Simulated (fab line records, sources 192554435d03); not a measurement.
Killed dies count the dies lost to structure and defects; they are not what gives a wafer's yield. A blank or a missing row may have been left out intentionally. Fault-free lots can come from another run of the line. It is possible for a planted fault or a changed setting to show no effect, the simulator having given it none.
fab line records ; flow n5Finfet
record lots=6; wafers=18; lastDay=17
route steps=1938 shown SD_EPI_P@328 SD_ACTIVATION@330 ILD0@335 PASSIVATION@1936
lots that met no fault: taken from a fault-free run of the same line
startH: the number of hours between the record's first day and the start of the first shown wafer of the lot ; waitH: how many hours have passed since the lot's step before this one ; " unchanged from the row above ; L1.1+2: a single row standing in for several wafers ; - no value, or no start was given ; * or withheld: withheld ; < > ~ a bound
route shown NAME@n: a module of which the file shows steps, and the number in the route of the first ; usual: mean and standard deviation over wafers with no fault ; same: alike in all rows ; chamber/n: place in a boat ; sites: the reading at each site ; _std_site: the standard deviation of these ; _edge_site: inner sites' mean taken away from outer sites' mean ; radiusMm: how far each site lies from the wafer's centre ; mask NAME#n: copy n ; behind: the tool/chamber that last shaped the wafer ; hold: the reason the lot was held/the length of the hold in hours/how it ended ; device: the n, p or np transistor that did not switch ; end of line: the route-end tests of the same wafers ; a step given without rows: its recipe and nothing more ; killed: dies lost to structure and defects at the first sort, not the wafer's yield ; map: a wafer's dies, marking killed ones x, the rest . and places with no die _
set.NAME: the setting that was run; set.NAME@STEP: the one run at that earlier step ; model.NAME: the simulator's own value behind a step, which no gauge read
a table for each step, a row for each wafer; lots at some steps of the route
services: a tool's chamber out of use, with start hour (startH, from the record's first day; less than 0 if before it), hours out, and reason
## steps
# step N5_SD_EPI_P_SRD_25
# recipe timeS=30; tempC=23; rinseLiquid=diw; dry=ipaMarangoni
# step N5_SD_EPI_P_INSPECT_26
# recipe inspectInstrument=darkfield; mode=postEpi
# usual rawDefectCount=173/35
lot.wafer;tool;chamber;startH;waitH;rawDefectCount
L221.2;defectInspect-02;-;77.14;0.0;230
L221.3;defectInspect-02;-;77.14;0.0;199
L221.5;defectInspect-02;-;77.14;0.0;253
L225.2;defectInspect-02;-;101.62;0.0;170
L225.3;defectInspect-02;-;101.62;0.0;177
L225.4;defectInspect-02;-;101.62;0.0;157
L228.4;defectInspect-02;-;124.35;0.0;213
L228.5;defectInspect-02;-;124.35;0.0;183
L228.6;defectInspect-02;-;124.35;0.0;211
L229.2;defectInspect-01;-;125.20;0.0;191
L229.5;defectInspect-01;-;125.20;0.0;138
L229.6;defectInspect-01;-;125.20;0.0;148
L236.2;defectInspect-01;-;167.79;0.0;111
L236.3;defectInspect-01;-;167.79;0.0;164
L236.5;defectInspect-01;-;167.79;0.0;171
L240.3;defectInspect-01;-;190.78;0.0;141
L240.4;defectInspect-01;-;190.78;0.0;136
L240.5;defectInspect-01;-;190.78;0.0;111
# step N5_SD_ACTIVATION_RTA_00
# recipe tempC=975; timeS=0; ambient=N2; idleTempC=600; rampUpCPerS=150; rampDownCPerS=60; coolToC=600
# usual lampPowerPct=8.96/0.055; wafer_temp_C_max=974.9/2
lot.wafer;tool;chamber;startH;waitH;lampPowerPct;wafer_temp_C_max
L221.2;rtpAnneal-02;0;77.20;0.1;9.01;972.2
L221.3;rtpAnneal-02;0;77.20;0.1;8.95;976.4
L221.5;rtpAnneal-02;0;77.20;0.1;8.97;979.2
L225.2;rtpAnneal-01;0;101.73;0.1;8.94;973.9
L225.3;rtpAnneal-01;0;101.73;0.1;8.94;973.2
L225.4;rtpAnneal-01;0;101.73;0.1;8.86;974.4
L228.4;rtpAnneal-01;0;124.47;0.1;8.91;973.3
L228.5;rtpAnneal-01;0;124.47;0.1;8.98;976.6
L228.6;rtpAnneal-01;0;124.47;0.1;8.95;974.4
L229.2;rtpAnneal-02;0;125.26;0.1;9.06;975.5
L229.5;rtpAnneal-02;0;125.26;0.1;9.04;977.3
L229.6;rtpAnneal-02;0;125.26;0.1;8.95;972.9
L236.2;rtpAnneal-02;0;167.94;0.1;8.93;975.4
L236.3;rtpAnneal-02;0;167.94;0.1;8.89;977.4
L236.5;rtpAnneal-02;0;167.94;0.1;8.85;972.4
L240.3;rtpAnneal-02;0;191.06;0.3;8.95;974.6
L240.4;rtpAnneal-02;0;191.06;0.3;8.91;977.2
L240.5;rtpAnneal-02;0;191.06;0.3;8.99;976.0
# step N5_SD_ACTIVATION_LSA_01
# recipe tempC=1080; timeS=0.0008; ambient=N2
# usual wafer_temp_C_max=1085.1/1.1
lot.wafer;tool;chamber;startH;waitH;wafer_temp_C_max
L221.2;laserAnneal-02;0;77.40;0.2;1083.7
L221.3;laserAnneal-02;0;77.40;0.2;1083.7
L221.5;laserAnneal-02;0;77.40;0.2;1082.8
L225.2;laserAnneal-01;0;101.93;0.2;1085.5
L225.3;laserAnneal-01;0;101.93;0.2;1084.6
L225.4;laserAnneal-01;0;101.93;0.2;1086.0
L228.4;laserAnneal-02;0;124.67;0.2;1083.6
L228.5;laserAnneal-02;0;124.67;0.2;1083.4
L228.6;laserAnneal-02;0;124.67;0.2;1083.6
L229.2;laserAnneal-01;0;125.46;0.2;1085.8
L229.5;laserAnneal-01;0;125.46;0.2;1086.3
L229.6;laserAnneal-01;0;125.46;0.2;1087.4
L236.2;laserAnneal-02;0;168.14;0.2;1084.0
L236.3;laserAnneal-02;0;168.14;0.2;1083.8
L236.5;laserAnneal-02;0;168.14;0.2;1085.3
L240.3;laserAnneal-02;0;191.26;0.2;1084.3
L240.4;laserAnneal-02;0;191.26;0.2;1084.3
L240.5;laserAnneal-02;0;191.26;0.2;1085.1
# step N5_SD_ACTIVATION_INSPECT_02
# recipe inspectInstrument=darkfield; mode=postAnneal
# usual rawDefectCount=174/34
lot.wafer;tool;chamber;startH;waitH;rawDefectCount
L221.2;defectInspect-02;-;77.90;0.1;236
L221.3;defectInspect-02;-;77.90;0.1;213
L221.5;defectInspect-02;-;77.90;0.1;250
L225.2;defectInspect-01;-;102.42;0.1;162
L225.3;defectInspect-01;-;102.42;0.1;185
L225.4;defectInspect-01;-;102.42;0.1;150
L228.4;defectInspect-01;-;125.10;0.1;198
L228.5;defectInspect-01;-;125.10;0.1;161
L228.6;defectInspect-01;-;125.10;0.1;196
L229.2;defectInspect-01;-;125.96;0.2;201
L229.5;defectInspect-01;-;125.96;0.2;132
L229.6;defectInspect-01;-;125.96;0.2;150
L236.2;defectInspect-02;-;168.64;0.1;131
L236.3;defectInspect-02;-;168.64;0.1;187
L236.5;defectInspect-02;-;168.64;0.1;180
L240.3;defectInspect-01;-;191.74;0.1;145
L240.4;defectInspect-01;-;191.74;0.1;132
L240.5;defectInspect-01;-;191.74;0.1;100
# step N5_ILD0_LINER_00
# recipe material=SiNx; targetThkA=40; tempC=400; aldPrecursorFamily=SiH2I2; aldCoReactant=N2/H2-plasma; pulseTimeS=1; purgeTimeS=2; coReactantPurgeTimeS=2; aldCycles=80; pressureTorr=2
# usual heaterPowerW=851/75; precursorPulseHeightRel=0.999/0.02
lot.wafer;tool;chamber;startH;waitH;heaterPowerW;precursorPulseHeightRel
L221.2;aldSin-02;1;77.93;0.0;753;1.031
L221.3;aldSin-02;0;77.93;0.0;909;0.963
L221.5;aldSin-02;3;77.93;0.0;881;1.022
L225.2;aldSin-04;0;102.46;0.0;918;0.983
L225.3;aldSin-04;1;102.46;0.0;831;1.014
L225.4;aldSin-04;3;102.46;0.0;858;0.985
L228.4;aldSin-04;2;125.14;0.0;684;0.980
L228.5;aldSin-04;2;125.14;0.0;681;0.989
L228.6;aldSin-04;3;125.14;0.0;849;1.019
L229.2;aldSin-04;0;126.00;0.0;895;0.985
L229.5;aldSin-04;3;126.00;0.0;879;1.017
L229.6;aldSin-04;0;126.00;0.0;937;1.005
L236.2;aldSin-03;0;168.67;0.0;912;0.988
L236.3;aldSin-03;2;168.67;0.0;718;0.987
L236.5;aldSin-03;1;168.67;0.0;943;0.993
L240.3;aldSin-03;2;191.98;0.2;711;1.006
L240.4;aldSin-03;3;191.98;0.2;853;0.955
L240.5;aldSin-03;1;191.98;0.2;943;1.008
# step N5_ILD0_FCVD_FILL_01
# recipe material=SiO2_flowable; targetThkA=2000; tempC=100; pressureTorr=0.8; rfW=2000; timeS=328.3
# step N5_ILD0_CURE_02
# recipe tempC=450; timeS=1800; ambient=steam; idleTempC=400; rampUpCPerMin=5; rampDownCPerMin=3; densificationPH2oTorr=640
# step N5_ILD0_CMP_03
# recipe stopOn=SiNx; tOverpolishS=1.9; postCmpClean=alkalineBrush; downForcePsi=4.1491; platenRpm=51.796; padVelocityMS=1.0306; targetThkNm=197.38
# usual headPressurePsi=4.150/0.0085; motorCurrentA=12.7/1.3; overpolishRunS=1.901/0.0094; slurryFilterDpKPa=13.51/0.13; timeToEndpointS=73/7.4
lot.wafer;tool;chamber;startH;waitH;headPressurePsi;motorCurrentA;overpolishRunS;slurryFilterDpKPa;timeToEndpointS
L221.2;cmp-04;1;80.36;0.1;4.159;13.9;1.909;13.38;71
L221.3;cmp-04;2;80.36;0.1;4.152;10.9;1.906;13.51;73
L221.5;cmp-04;1;80.36;0.1;4.163;13.6;1.908;13.55;72
L225.3;cmp-02;0;104.86;0.1;4.159;14.2;1.893;13.48;70
L225.4;cmp-02;1;104.86;0.1;4.143;13.0;1.904;13.49;64
L225.2;cmp-02;2;104.86;0.1;4.152;12.2;1.884;13.50;81
L228.4;cmp-04;3;127.62;0.1;4.155;12.6;1.919;13.44;72
L228.6;cmp-04;0;127.62;0.1;4.154;13.1;1.894;13.59;85
L228.5;cmp-04;1;127.62;0.1;4.163;14.7;1.886;13.61;68
L229.2;cmp-04;3;128.36;0.0;4.132;12.7;1.903;13.64;72
L229.5;cmp-04;3;128.36;0.0;4.159;13.7;1.887;13.46;75
L229.6;cmp-04;0;128.36;0.0;4.164;12.8;1.919;13.62;85
L236.3;cmp-03;2;171.10;0.1;4.154;11.7;1.900;13.54;66
L236.2;cmp-03;3;171.10;0.1;4.148;12.5;1.915;13.57;66
L236.5;cmp-03;2;171.10;0.1;4.160;11.7;1.893;13.62;65
L240.4;cmp-04;0;194.38;0.1;4.154;13.1;1.901;13.31;89
L240.3;cmp-04;1;194.38;0.1;4.139;15.2;1.908;13.66;73
L240.5;cmp-04;3;194.38;0.1;4.145;12.9;1.893;13.57;77
# step N5_ILD0_THK_MEAS_04
# usual thkNm=197.5/1.6
lot.wafer;tool;chamber;startH;waitH;thkNm
L221.2;filmMetro-01;-;80.62;-;197.7
L221.3;filmMetro-01;-;80.62;-;196.5
L221.5;filmMetro-01;-;80.62;-;197.4
L225.2;filmMetro-02;-;105.12;-;200.1
L225.3;filmMetro-02;-;105.12;-;198.6
L225.4;filmMetro-02;-;105.12;-;194.0
L228.4;filmMetro-01;-;127.80;-;198.4
L228.5;filmMetro-01;-;127.80;-;197.4
L228.6;filmMetro-01;-;127.80;-;201.9
L229.2;filmMetro-01;-;128.66;-;198.1
L229.5;filmMetro-01;-;128.66;-;195.4
L229.6;filmMetro-01;-;128.66;-;198.4
L236.2;filmMetro-01;-;171.36;-;197.7
L236.3;filmMetro-01;-;171.36;-;197.5
L236.5;filmMetro-01;-;171.36;-;197.7
L240.3;filmMetro-02;-;194.64;-;198.3
L240.4;filmMetro-02;-;194.64;-;197.2
L240.5;filmMetro-02;-;194.64;-;198.3
# step N5_ILD0_CMP_07
# recipe stopOn=poly-Si; material=SiO2_flowable; tOverpolishS=1.18; postCmpClean=alkalineBrush; downForcePsi=4.1491; platenRpm=51.796; padVelocityMS=1.0306; targetThkNm=138.88
# usual headPressurePsi=4.148/0.0095; motorCurrentA=12.6/1.3; slurryFilterDpKPa=13.52/0.14
lot.wafer;tool;chamber;startH;waitH;headPressurePsi;motorCurrentA;slurryFilterDpKPa
L221.3;cmp-02;3;80.69;0.1;4.136;11.2;13.64
L221.2;cmp-02;1;80.69;0.1;4.137;12.7;13.70
L221.5;cmp-02;3;80.69;0.1;4.151;11.1;13.34
L225.4;cmp-04;1;105.15;0.0;4.159;14.9;13.26
L225.2;cmp-04;2;105.15;0.0;4.157;10.6;13.81
L225.3;cmp-04;3;105.15;0.0;4.149;12.2;13.70
L228.4;cmp-02;1;127.90;0.1;4.293;13.3;13.46
L228.5;cmp-02;3;127.90;0.1;4.307;11.7;13.36
L228.6;cmp-02;0;127.90;0.1;4.290;13.0;13.67
L229.2;cmp-02;3;128.69;0.0;4.288;11.7;13.35
L229.5;cmp-02;3;128.69;0.0;4.291;11.7;13.45
L229.6;cmp-02;0;128.69;0.0;4.293;13.7;13.55
L236.3;cmp-04;2;171.39;0.0;4.145;10.7;13.42
L236.2;cmp-04;3;171.39;0.0;4.151;12.6;13.54
L236.5;cmp-04;2;171.39;0.0;4.140;10.4;13.50
L240.4;cmp-02;0;194.67;0.0;4.136;13.9;13.37
L240.3;cmp-02;2;194.67;0.0;4.158;12.4;13.75
L240.5;cmp-02;1;194.67;0.0;4.153;13.1;13.53
# step N5_ILD0_THK_MEAS_08
# usual thkNm=138.8/1.7
lot.wafer;tool;chamber;startH;waitH;thkNm
L221.2;filmMetro-02;-;80.94;-;136.9
L221.3;filmMetro-02;-;80.94;-;140.3
L221.5;filmMetro-02;-;80.94;-;140.6
L225.2;filmMetro-01;-;105.44;-;138.0
L225.3;filmMetro-01;-;105.44;-;139.9
L225.4;filmMetro-01;-;105.44;-;138.5
L228.4;filmMetro-02;-;128.12;-;137.8
L228.5;filmMetro-02;-;128.12;-;140.5
L228.6;filmMetro-02;-;128.12;-;137.5
L229.2;filmMetro-01;-;128.98;-;139.8
L229.5;filmMetro-01;-;128.98;-;140.0
L229.6;filmMetro-01;-;128.98;-;138.4
L236.2;filmMetro-01;-;171.68;-;137.8
L236.3;filmMetro-01;-;171.68;-;138.4
L236.5;filmMetro-01;-;171.68;-;138.5
L240.3;filmMetro-02;-;194.96;-;141.7
L240.4;filmMetro-02;-;194.96;-;138.3
L240.5;filmMetro-02;-;194.96;-;136.8
# step N5_PASSIVATION_PROBE_49
# usual killed_at_M0_to_M3=33/9.9; killed_at_M4_up=15/5.6; killedAtContacts=13/5.7; killedAtFrontEnd=38/12; killedAtOther=4/3.1; killedDies=103/17; killedOpen=66/13; killedShort=32/7.8
# same grossDies=1180; killedAtBackSide=0
lot.wafer;tool;chamber;startH;waitH;killed_at_M0_to_M3;killed_at_M4_up;killedAtContacts;killedAtFrontEnd;killedAtOther;killedDies;killedOpen;killedShort
L225.2;prober-01;-;324.90;0.1;31;31;8;27;1;98;70;22
L225.3;prober-01;-;324.95;0.1;24;23;14;48;5;114;82;28
L225.4;prober-01;-;325.00;0.2;16;25;8;25;4;78;47;23
L228.4;prober-02;-;355.08;0.2;48;12;13;36;0;109;79;27
L228.5;prober-02;-;355.13;0.2;32;15;11;55;0;113;72;37
L228.6;prober-02;-;355.18;0.3;22;22;22;48;5;119;84;33
# killed by level:class
L225.2 BEOL_M3:geometricParticle:open=13 BEOL_M4:geometricParticle:open=12 MOL_CONTACT_COAG:geometricParticle:open=7 BEOL_M7:geometricParticle:open=6 STI_FIN_REVEAL:geometricParticle:open=5 BEOL_M3:geometricParticle:short=5 FIN_SAQP:geometricParticle:open=4 FIN_SAQP:geometricParticle:short=4
L225.3 FIN_SAQP:geometricParticle:open=13 MOL_CONTACT_COAG:geometricParticle:open=13 FIN_SAQP:geometricParticle:short=10 BEOL_M4:geometricParticle:open=9 BEOL_M2:geometricParticle:open=7 STI_FIN_REVEAL:geometricParticle:open=6 BEOL_M3:geometricParticle:open=6 DUMMY_GATE:geometricParticle:open=5
L225.4 BEOL_M4:geometricParticle:open=10 MOL_CONTACT_COAG:geometricParticle:open=6 GATE_CUT:geometricParticle:short=5 BEOL_M2:geometricParticle:open=5 FIN_SAQP:geometricParticle:open=4 BEOL_M1:geometricParticle:open=4 ILD0:geometricParticle:open=3 BEOL_M3:geometricParticle:open=3
L228.4 STI_FIN_REVEAL:geometricParticle:open=14 MOL_CONTACT_COAG:geometricParticle:open=12 BEOL_M0_SAQP:geometricParticle:open=10 BEOL_M2:geometricParticle:open=9 BEOL_M0_SAQP:geometricParticle:short=8 BEOL_M3:geometricParticle:open=8 FIN_SAQP:geometricParticle:open=5 FIN_SAQP:geometricParticle:short=4
L228.5 STI_FIN_REVEAL:geometricParticle:open=12 BEOL_M2:geometricParticle:open=9 FIN_SAQP:geometricParticle:open=8 MOL_CONTACT_COAG:geometricParticle:open=8 FIN_SAQP:geometricParticle:short=7 GATE_CUT:geometricParticle:short=6 BEOL_M3:geometricParticle:open=6 BEOL_M0_SAQP:geometricParticle:short=4
L228.6 MOL_CONTACT_COAG:geometricParticle:open=19 FIN_SAQP:geometricParticle:open=12 FIN_SAQP:geometricParticle:short=10 BEOL_M3:geometricParticle:open=9 BEOL_M7:geometricParticle:open=7 GATE_CUT:geometricParticle:short=6 BEOL_M5:geometricParticle:open=5 GATE_CUT:geometricParticle:open=5
## services
tool;chamber;startH;hours;kind
cmp-02;-;63.24;5.5;pm
cmp-03;-;76.25;1.8;repair
cmp-02;-;79.05;0.7;repair
laserAnneal-01;-;80.76;3.6;pm
aldSin-04;-;87.26;14.0;pm
aldSin-04;0;87.26;14.0;ventCycle
aldSin-04;1;87.26;14.0;ventCycle
aldSin-04;2;87.26;14.0;ventCycle
aldSin-04;3;87.26;14.0;ventCycle
aldSin-03;-;95.80;0.5;repair
cmp-02;-;96.29;1.2;repair
cmp-04;-;97.14;1.4;repair
aldSin-04;0;101.26;-;clean
aldSin-04;1;101.26;-;clean
aldSin-04;2;101.26;-;clean
aldSin-04;3;101.26;-;clean
aldSin-03;3;142.01;13.5;repair
cmp-04;-;143.74;5.2;repair
cmp-03;-;148.19;4.0;pm
aldSin-04;-;188.60;1.9;repair
## key
firstSign step=N5_ILD0_CMP_07; reading=headPressurePsi; direction=up; sigmas=15; usual=4.148; struck=4.294
effect none on later readings
metAt N5_ILD0_CMP_07
struckWafers L228.4,L228.5,L228.6,L229.2,L229.5,L229.6
testerLeftOut L228,L229
onsetBetween 80.69 127.90
fault kind=processParameterDrift; tool=cmp-02; chamber=-; onsetH=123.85; steps=N5_ILD0_CMP_07; channel=downForcePsi; offset=0.14831; shape=step; endH=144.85; actsIn=theseRecipesOnly; stated=4.1491
# testerLeftOut: of these lots the tester's yield and bins aren't shown, on N5 and GAA mostly nor the transistor test; their killed dies are dies lost to structure and defects alone, not to doping, threshold or leakage, so they don't give the yield
